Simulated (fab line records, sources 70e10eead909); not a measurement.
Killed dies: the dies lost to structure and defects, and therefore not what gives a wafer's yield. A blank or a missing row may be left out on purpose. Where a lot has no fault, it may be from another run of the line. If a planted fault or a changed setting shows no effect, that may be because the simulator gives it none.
Struck lot and sound lot, side by side | flow nand_harc | 15 out of 1159 route steps
Sound: the wafers L338.3, L338.4, L338.6. Struck: wafers L346.2, L346.4, L346.6. The cause is named last.
Each step with rows lists, per side, the tool, then ch with its chambers, then its first start. Under that, the readings that differ: sound wafers | struck wafers | difference of the means | sigmas: that difference in standard deviations of wafers without a fault.
alike: readings whose means differ by less than 2 such deviations, and words and numbers that are the same on both sides. not compared: withheld readings, readings that some wafer has no value for, bounds like >300 that may hide the same value, and numbers for which the record gives no deviation and whose values overlap.
A row with sigmas, a row that says differs or no value, or rows on one side alone: a step with any of these is where the two part. When numbers do not overlap yet have no deviation, they are printed without sigmas and do not part them. Lack of a reading on every wafer of one side parts them only where that side has two or more wafers.

first, 4 steps without rows for these wafers: NHARC_A_M0_EBR_05; NHARC_A_M0_EXPOSE_06 (exposes mask A M0, target cd 80 nm); NHARC_A_M0_PEB_07 (peb time 65 s); NHARC_A_M0_DEVELOP_08 (develop time 35 s).
NHARC_A_M0_CD_MEAS_09: target cd 80 nm.
  sound on cd_sem-03 ch 0, day 20 07:10; struck on cd_sem-03 ch 0, day 22 13:36
  alike: cd_nm
NHARC_A_M0_OVL_MEAS_10: pitch 160 nm.
  sound on overlay-01, day 20 07:15; struck on overlay-01, day 22 13:41
  reading           | sound          | struck      | difference | sigmas
  overlay_y_nm (nm) | -1.1 -1.3 -0.8 | 1.2 0.4 1.0 | +1.9       | +3
  alike: overlay_x_nm
NHARC_A_M0_INSPECT_11:
  sound on defect_inspect-02, day 20 07:17; struck on defect_inspect-01, day 22 13:43
  reading          | sound    | struck   | difference | sigmas
  raw_defect_count | 33 25 31 | 59 56 59 | +28        | +2
NHARC_A_M0_DESCUM_14: chemistry O2, time 3 s.
  sound on rie_diel-05 ch 1,2,3, day 20 07:22; struck on rie_diel-10 ch 0,1,2, day 22 13:55
  alike: drypump_motor_current_A, oes_product_au, rf_vpp_V, showerhead_plenum_p_Torr, throttle_valve_pct
  not compared: rf_hours_counter_h
NHARC_A_M0_ETCH_34: etches the open film in N2/H2, target depth 40 nm, overetch 12 nm, time 43.94 s.
  sound on rie_diel-05 ch 0,3, day 20 07:26; struck on rie_diel-10 ch 0,1,3, day 22 13:59
  reading                         | sound             | struck            | difference | sigmas
  rf_vpp_V (V)                    | 431.0 427.1 427.4 | 434.6 430.9 433.3 | +4.4       | +2
  showerhead_plenum_p_Torr (Torr) | 2.10 1.93 1.93    | 2.18 2.09 2.10    | +0.14      | +2
  alike: drypump_motor_current_A, oes_product_au, throttle_valve_pct
  not compared: rf_hours_counter_h
NHARC_A_M0_ETCH_15: etches the open film in C4F8/Ar, target depth 150 nm, overetch 15 nm, time 82.5 s.
  sound: rie_diel-05 ch 1,3; struck: rie_diel-10 ch 0,2
  alike: oes_product_au, rf_vpp_V
  not compared: rf_hours_counter_h
NHARC_A_M0_CD_MEAS_16:
  sound on cd_sem-01, day 20 07:39; struck on cd_sem-01, day 22 14:11
  alike: cd_nm
NHARC_A_M0_STRIP_18: strips in N2/H2.
  sound on rie_diel-10 ch 0,2,3, day 20 07:46; struck on rie_diel-10 ch 1,2,3, day 22 14:19
  alike: chamber_pressure_mTorr, drypump_motor_current_A, oes_product_au, rf_vpp_V, showerhead_plenum_p_Torr, throttle_valve_pct
  not compared: rf_hours_counter_h
NHARC_A_M0_STRIP_19: strips in post etch residue remover, time 600 s.
  sound on wet_bench-02 ch 1,4,7, day 20 08:00; struck on wet_bench-03 ch 0,1,5, day 22 14:33
  no value came back on the struck wafers for bath_heat_duty_pct (%), run_length_s (s); on the sound wafers bath_heat_duty_pct (%) reads 12.4 13.7 13.7
NHARC_A_M0_DEGAS_28: time 60 s.
  sound on pvd_sputter-01, day 20 08:16; struck on pvd_sputter-03, day 22 14:50
  alike: heater_power_w
NHARC_END_SORT_01:
  sound on prober-02 ch 0, day 22 03:32; struck on prober-02 ch 0, day 24 06:33
  reading                  | sound          | struck         | difference | sigmas
  defect_limited_yield (%) | 95.1 95.4 94.7 | 91.0 92.2 92.3 | -3.2       | -2
  killed_at_array          | 30 27 31       | 55 50 49       | +22        | +2
  killed_dies              | 33 31 36       | 61 53 52       | +22        | +2
  sort_bin_4_pct (%)       | 2.7 3.0 3.4    | 5.9 6.4 5.2    | +2.8       | +3
  sort_n_pass              | 644 646 641    | 616 624 625    | -22        | -2
  sort_yield_pct (%)       | 95.1 95.4 94.7 | 91.0 92.2 92.3 | -3.2       | -2
  alike: killed_at_other, killed_at_periphery, killed_open, killed_short, sort_bin_2_pct, sort_bin_3_pct, sort_rim_yield_pct

## WHERE THEY PART
Earliest at NHARC_A_M0_OVL_MEAS_10; latest, in this record, at NHARC_END_SORT_01.

WHY: the cause the simulator had injected
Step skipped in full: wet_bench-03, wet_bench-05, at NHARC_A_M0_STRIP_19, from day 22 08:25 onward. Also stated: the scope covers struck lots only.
